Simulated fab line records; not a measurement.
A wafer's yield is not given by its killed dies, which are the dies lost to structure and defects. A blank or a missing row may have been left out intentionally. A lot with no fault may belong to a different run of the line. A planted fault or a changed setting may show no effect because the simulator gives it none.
Which tool did it? :: flow nand harc :: 6 lots, 18 wafers sampled, at 3 steps of a route of 1302

## WHAT THE GAUGES READ, wafer by wafer
NHARC_A_ZERO_WELL_INSPECT_17.
lot: L294
measured: day 7 23:59
on: defect inspect-02
raw defect count: 7 6 7

lot: L297
measured: day 9 00:43
on: defect inspect-01
raw defect count: 11 13 15

lot: L300
measured: day 10 10:16
on: defect inspect-01
raw defect count: 16 16 15

lot: L302
measured: day 11 12:56
on: defect inspect-01
raw defect count: 9 3 10

lot: L308
measured: day 13 18:43
on: defect inspect-02
raw defect count: 352 381 380

lot: L313
measured: day 15 19:47
on: defect inspect-01
raw defect count: 10 16 8

## TOOL THAT RAN EACH LOT (tool first, then ch and the chambers of the sampled wafers, then the start)
lot: L294
NHARC_A_ZERO_WELL_PRECLEAN_00: wet bench-05 ch 5,6,7, day 7 21:47
NHARC_A_ZERO_WELL_RTA_16: rtp anneal-01 ch 0, day 7 23:48

lot: L297
NHARC_A_ZERO_WELL_PRECLEAN_00: wet bench-05 ch 1,2,3, day 8 22:38
NHARC_A_ZERO_WELL_RTA_16: rtp anneal-01 ch 0, day 9 00:35

lot: L300
NHARC_A_ZERO_WELL_PRECLEAN_00: wet bench-05 ch 2,3,5, day 10 08:03
NHARC_A_ZERO_WELL_RTA_16: rtp anneal-01 ch 0, day 10 10:05

lot: L302
NHARC_A_ZERO_WELL_PRECLEAN_00: wet bench-05 ch 3,4,6, day 11 10:44
NHARC_A_ZERO_WELL_RTA_16: rtp anneal-02 ch 0, day 11 12:46

lot: L308
NHARC_A_ZERO_WELL_PRECLEAN_00: wet bench-04 ch 2,3,5, day 13 16:31
NHARC_A_ZERO_WELL_RTA_16: rtp anneal-02 ch 0, day 13 18:32

lot: L313
NHARC_A_ZERO_WELL_PRECLEAN_00: wet bench-09 ch 1,2,3, day 15 17:36
NHARC_A_ZERO_WELL_RTA_16: rtp anneal-02 ch 0, day 15 19:35
- NHARC_A_ZERO_WELL_PRECLEAN_00: cleans in SPM, time 600 s.
- NHARC_A_ZERO_WELL_RTA_16: time 10 s.

## THE ANSWER, worked out from the rows above alone
Rule: the lots themselves supply what counts as usual. Put in order of their means at a reading, lots are off if they are a third of the lots or fewer, leave a main group of 4 or more, and stand apart from it by a gap of 3 or more times the standard deviation of the main group's means; of several such gaps the widest counts. A main group is skipped when, at the precision printed for the reading in the tables above, its means are all equal. Also off: a lot with no number at a reading for which 4 or more lots have one. The other lots that the step has rows for count as sound.
Off, at NHARC_A_ZERO_WELL_INSPECT_17 on raw defect count: L308. The main group has a mean of 11 with a standard deviation of 3.4.
If a tool, at a process step before that reading, ran all the lots that are off and no sound lot after the first of them, it fits. Those tools and the gauges at NHARC_A_ZERO_WELL_INSPECT_17 are tried in the same way. Can't be told from this: 2 tools fit, wet bench-04 at NHARC_A_ZERO_WELL_PRECLEAN_00, defect inspect-02 at NHARC_A_ZERO_WELL_INSPECT_17.

## WHAT WAS PUT IN BY THE SIMULATOR
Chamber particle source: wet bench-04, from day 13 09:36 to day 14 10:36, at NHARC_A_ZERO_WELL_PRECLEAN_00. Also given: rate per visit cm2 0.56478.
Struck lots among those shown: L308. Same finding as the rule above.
